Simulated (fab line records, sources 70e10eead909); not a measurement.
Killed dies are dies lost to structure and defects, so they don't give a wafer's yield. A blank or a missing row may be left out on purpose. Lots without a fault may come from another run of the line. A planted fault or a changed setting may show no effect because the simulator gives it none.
Chamber matching | flow nand_harc | NHARC_A_CONTACT_ETCH_89 on rie_diel-03: 4 sister chambers
The step etches the open film in N2/H2, target depth 260 nm, time 475.3 s. 23 wafers are shown with their chamber, then 11 later ones without.

WAFERS WITH THEIR CHAMBER
wafer  | chamber | drypump_motor_current_A (A) | showerhead_plenum_p_Torr (Torr) | oes_product_au (a.u.)
L173.1 | 3       | 5.3                         | 2.03                            | 1.001
L173.2 | 2       | 6.3                         | 1.97                            | 1.019
L173.5 | 0       | 5.4                         | 2.02                            | 1.006
L174.4 | 2       | 6.3                         | 1.97                            | 1.012
L174.5 | 1       | 5.6                         | 1.99                            | 1.009
L174.6 | 0       | 5.4                         | 2.02                            | 1.015
L176.1 | 1       | 5.6                         | 1.99                            | 0.998
L176.5 | 2       | 6.3                         | 1.96                            | 1.017
L177.4 | 2       | 6.3                         | 1.96                            | 1.011
L177.5 | 1       | 5.6                         | 1.99                            | 0.998
L188.2 | 3       | 5.3                         | 2.02                            | 1.000
L188.3 | 1       | 5.6                         | 1.98                            | 0.993
L188.5 | 0       | 5.4                         | 2.01                            | 0.986
L190.2 | 0       | 5.4                         | 2.01                            | 0.993
L190.4 | 2       | 6.4                         | 1.96                            | 1.013
L190.5 | 2       | 6.3                         | 1.96                            | 1.008
L189.1 | 1       | 5.6                         | 1.98                            | 0.991
L189.2 | 2       | 6.3                         | 1.96                            | 1.013
L189.5 | 0       | 5.4                         | 2.01                            | 0.995
L191.1 | 1       | 5.6                         | 1.98                            | 0.997
L191.2 | 3       | 5.3                         | 2.02                            | 0.991
L191.3 | 0       | 5.4                         | 2.01                            | 0.990
L192.1 | 1       | 5.7                         | 1.98                            | 0.995

SIGNATURES (means of the wafers above)
reading                  | chamber 0 | chamber 1 | chamber 2 | chamber 3 | scatter within a chamber
drypump_motor_current_A  | 5.400     | 5.614     | 6.314     | 5.300     | 0.03
showerhead_plenum_p_Torr | 2.0133    | 1.9843    | 1.9629    | 2.0233    | 0.0052
oes_product_au           | 0.99750   | 0.99729   | 1.01329   | 0.99733   | 0.00702
Rule: a wafer's distance from a chamber is the root of the sum, over the readings, of the square of ((its reading less the chamber's mean) divided by the reading's scatter). The wafer belongs to the nearest chamber; if the next one is less than 2 further off, it can't be placed. The scatter: the root of (the sum of the squares of (reading less its chamber's mean) over the shown wafers, divided by (wafers less chambers)).

WAFERS WITHOUT THEIR CHAMBER
wafer  | drypump_motor_current_A (A) | showerhead_plenum_p_Torr (Torr) | oes_product_au (a.u.)
L192.4 | 5.3                         | 2.02                            | 0.986
L192.6 | 5.4                         | 2.01                            | 1.003
L193.3 | 6.4                         | 1.96                            | 1.016
L193.4 | 6.3                         | 1.95                            | 1.007
L193.5 | 5.6                         | 1.98                            | 0.998
L194.2 | 5.6                         | 1.98                            | 0.991
L194.4 | 5.6                         | 1.97                            | 0.993
L194.6 | 5.3                         | 2.01                            | 0.981
L196.4 | 5.3                         | 2.01                            | 0.998
L196.5 | 5.4                         | 2.01                            | 1.000
L196.6 | 6.4                         | 1.95                            | 1.019

WHICH CHAMBER EACH WENT THROUGH
wafer  | from the rows above     | in truth
L192.4 | 3                       | 3
L192.6 | 0                       | 0
L193.3 | 2                       | 2
L193.4 | 2                       | 2
L193.5 | 1                       | 1
L194.2 | 1                       | 1
L194.4 | 1                       | 1
L194.6 | can't be placed: 3 or 0 | 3
L196.4 | can't be placed: 3 or 0 | 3
L196.5 | 0                       | 0
L196.6 | 2                       | 2
Placed correctly: 9 of 11. Can't be placed from these rows: 2 (the true chamber is among the candidates in 2). Placed wrongly: 0.
